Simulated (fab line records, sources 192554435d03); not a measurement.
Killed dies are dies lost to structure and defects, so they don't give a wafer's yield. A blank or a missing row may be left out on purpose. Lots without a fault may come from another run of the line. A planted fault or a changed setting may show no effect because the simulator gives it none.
A struck lot beside a sound one | flow n5_finfet | 25 steps out of a route of 1938
Sound: wafers L232.1, L232.4, L232.6. Struck: wafers L246.1, L246.6. The cause comes at the end.
At each step with rows: each side's tool, then ch and its chambers, then its first start. Under that, the readings that differ: sound wafers | struck wafers | difference of the means | sigmas: that difference in standard deviations of wafers without a fault.
alike: readings whose means differ by less than 2 such deviations, and words and numbers that are the same on both sides. not compared: withheld readings, readings that some wafer has no value for, bounds like >300 that may hide the same value, and numbers for which the record gives no deviation and whose values overlap.
The two part at a step that has a row with sigmas, a row that says differs or no value, or rows on one side only. Numbers that don't overlap but have no deviation are shown without sigmas and don't part them. A reading that every wafer of one side lacks parts them only if that side has two wafers or more.

first, 1 step without rows for these wafers: N5_BEOL_M14_HARDBAKE_32 (time 120 s).
N5_BEOL_M14_CD_MEAS_28: target cd 284.4 nm.
  sound on cd_sem-03 ch 0, day 13 04:35; struck on cd_sem-03 ch 0, day 17 08:34
  alike: cd_nm
N5_BEOL_M14_OVL_MEAS_29:
  sound on overlay-01 ch 0, day 13 04:37; struck on overlay-01 ch 0, day 17 08:36
  alike: M14_OVL
N5_BEOL_M14_INSPECT_30: inspects for defects (macro).
  sound on defect_inspect-02, day 13 04:38; struck on defect_inspect-01, day 17 08:38
  alike: raw_defect_count
then, 1 step without rows for these wafers: N5_BEOL_M14_DESCUM_33 (chemistry O2, time 7.9 s).
N5_BEOL_M14_ETCH_67: etches SiARC in CF4, target depth 143 nm, time 238.3 s.
  sound on rie_diel-06 ch 2,3, day 13 04:42; struck on rie_diel-06 ch 2,3, day 17 08:42
  alike: chamber_pressure_mTorr, drypump_motor_current_A, etch_rf_on_time_s, mfc_ar_sccm, oes_product_au, rf_vpp_V, showerhead_plenum_p_Torr, throttle_valve_pct
  not compared: rf_hours_counter_h
N5_BEOL_M14_ETCH_68: etches SOC in N2/H2, time 450 s.
  sound on rie_diel-06 ch 2,3, day 13 04:51; struck on rie_diel-06 ch 2,3, day 17 08:50
  alike: chamber_pressure_mTorr, drypump_motor_current_A, oes_product_au, rf_vpp_V, showerhead_plenum_p_Torr, temp_c, throttle_valve_pct
  not compared: rf_hours_counter_h
then, 3 steps without rows for these wafers: N5_BEOL_M14_STRIP_69 (strips in N2/H2); N5_BEOL_M14_TRENCH_ETCH_34 (etches SiO2 in C4F8/O2/Ar, target depth 556.65 nm, time 126.9 s); N5_BEOL_M14_STRIP_70 (strips in C4F8/O2/Ar).
N5_BEOL_M14_OCD_MEAS_35:
  sound on ocd-02, day 13 05:17; struck on ocd-02, day 17 09:16
  alike: trench_depth_nm
then, 1 step without rows for these wafers: N5_BEOL_M14_STRIP_37 (strips in O2).
N5_BEOL_M14_ETCH_38: etches SiCN in CF4/N2, target depth 106.5 nm, time 120.6 s.
  sound on rie_diel-01 ch 0,3, day 13 08:03; struck on rie_diel-02 ch 2,3, day 17 09:35
  reading                  | sound             | struck      | difference | sigmas
  oes_product_au (a.u.)    | 0.82 0.91 0.83    | 1.06 1.32   | +0.34      | +4
  model.etch.depth_nm (nm) | 102.9 99.02 103.8 | 148.2 151.7 | +48.0      |
  alike: chamber_pressure_mTorr, drypump_motor_current_A, mfc_ar_sccm, rf_vpp_V, showerhead_plenum_p_Torr, throttle_valve_pct
  not compared: rf_hours_counter_h, model.SiO2_of_BEOL_M14_ILD_DEP_00.thk_nm
then, 3 steps without rows for these wafers: N5_BEOL_M14_PRECLEAN_39 (cleans in residue remover, time 60 s); N5_BEOL_M14_SRD_40 (time 30 s, dry time 30 s); N5_BEOL_M14_DEGAS_41 (time 60 s).
N5_BEOL_M14_PRE_CLEAN_42: time 30 s.
  sound on pvd_sputter-02, day 13 08:30; struck on pvd_sputter-02, day 17 10:17
  alike: heater_power_w
then, 2 steps without rows for these wafers: N5_BEOL_M14_SPUTTER_43 (material TaN, target thk 15 nm, time 24.19 s); N5_BEOL_M14_SPUTTER_44 (material Ta, target thk 15 nm, time 24.19 s).
N5_BEOL_M14_SPUTTER_45: material Cu, target thk 100 nm, time 16.67 s.
  sound on pvd_sputter-02, day 13 08:42; struck on pvd_sputter-02, day 17 10:29
  alike: chamber_pressure_pa, substrate_temp_c, throttle_valve_pct
then, 1 step without rows for these wafers: N5_BEOL_M14_ECD_47 (material Cu, target thk 1248 nm).
N5_BEOL_M14_ANNEAL_48: time 90 s.
  sound on rtp_anneal-02 ch 0, day 13 09:13; struck on rtp_anneal-02 ch 0, day 17 10:47
  alike: wafer_temp_C_max
N5_BEOL_M14_CMP_49: polishes, stops on SiO2, t overpolish 5.2 s, target thk 560 nm.
  sound on cmp-04 ch 2,3, day 13 09:31; struck on cmp-04 ch 3, day 17 11:05
  alike: barrier_field_endpoint_s, motor_current_A, overpolish_run_s, time_to_endpoint_s
  not compared: model.SiO2_of_BEOL_M14_ILD_DEP_00.thk_nm
N5_BEOL_M14_THK_MEAS_50: measures by xrf.
  sound on film_metro-02, day 13 09:48; struck on film_metro-02, day 17 11:23
  alike: M14_THK
then, 1 step without rows for these wafers: N5_PASSIVATION_PROBE_49.

WHERE THEY PART
Only at N5_BEOL_M14_ETCH_38, within this record. Later steps at which nothing parts them and some readings are alike: N5_BEOL_M14_PRE_CLEAN_42, N5_BEOL_M14_SPUTTER_45, N5_BEOL_M14_ANNEAL_48, N5_BEOL_M14_CMP_49, N5_BEOL_M14_THK_MEAS_50.

WHY: what the simulator had put in
Process parameter drift: rie_diel-02, from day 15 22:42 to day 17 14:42, at N5_BEOL_M14_ETCH_38. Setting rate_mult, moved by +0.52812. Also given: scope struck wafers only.
